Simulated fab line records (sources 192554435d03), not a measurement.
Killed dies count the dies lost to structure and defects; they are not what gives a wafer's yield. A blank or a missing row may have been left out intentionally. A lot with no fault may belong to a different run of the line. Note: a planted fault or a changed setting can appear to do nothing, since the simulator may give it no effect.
Matching of chambers || flow n5_finfet || N5_HKMG_FIN_CVD_62 on thermal_cvd_si-02 has 3 sister chambers
The step deposits a-Si from Si2H6, target thk 3 nm, time 20.8 s. 3 wafers are shown with their chamber, then 6 later ones without.

## WAFERS PAIRED WITH THEIR CHAMBERS
{"wafer": "L167.4", "chamber": 2, "heater_power_w (W)": 1553}
{"wafer": "L169.2", "chamber": 1, "heater_power_w (W)": 1231}
{"wafer": "L169.3", "chamber": 0, "heater_power_w (W)": 1569}

## WAFERS WHOSE CHAMBER IS MISSING
{"wafer": "L169.6", "heater_power_w (W)": 1559}
{"wafer": "L177.1", "heater_power_w (W)": 1553}
{"wafer": "L177.5", "heater_power_w (W)": 1583}
{"wafer": "L181.1", "heater_power_w (W)": 1536}
{"wafer": "L181.2", "heater_power_w (W)": 1267}
{"wafer": "L181.6", "heater_power_w (W)": 1534}

## WHICH CHAMBER EACH WENT THROUGH
{"wafer": "L169.6", "from the rows above": "can't be placed: 2 or 0", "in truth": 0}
{"wafer": "L177.1", "from the rows above": "can't be placed: 2 or 0", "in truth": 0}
{"wafer": "L177.5", "from the rows above": "can't be placed: 0 or 2", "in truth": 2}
{"wafer": "L181.1", "from the rows above": "can't be placed: 2 or 0", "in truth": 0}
{"wafer": "L181.2", "from the rows above": 1, "in truth": 1}
{"wafer": "L181.6", "from the rows above": "can't be placed: 2 or 0", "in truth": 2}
Placed correctly: 1 of 6. Can't be placed from these rows: 5 (the true chamber is among the candidates in 5). 0 placed wrongly.
How it was worked out, from the rows above alone: a wafer's distance from a chamber is the root of the sum, over the readings, of the square of ((its reading less the chamber's mean) divided by the reading's scatter). The wafer belongs to the nearest chamber; if the next one is less than 2 further off, it can't be placed. For every chamber, the mean is computed from those of its wafers that are shown. The scatter (one wafer shown for each chamber): square how far every hidden wafer sits from the nearest shown wafer, average those squares and take the square root.
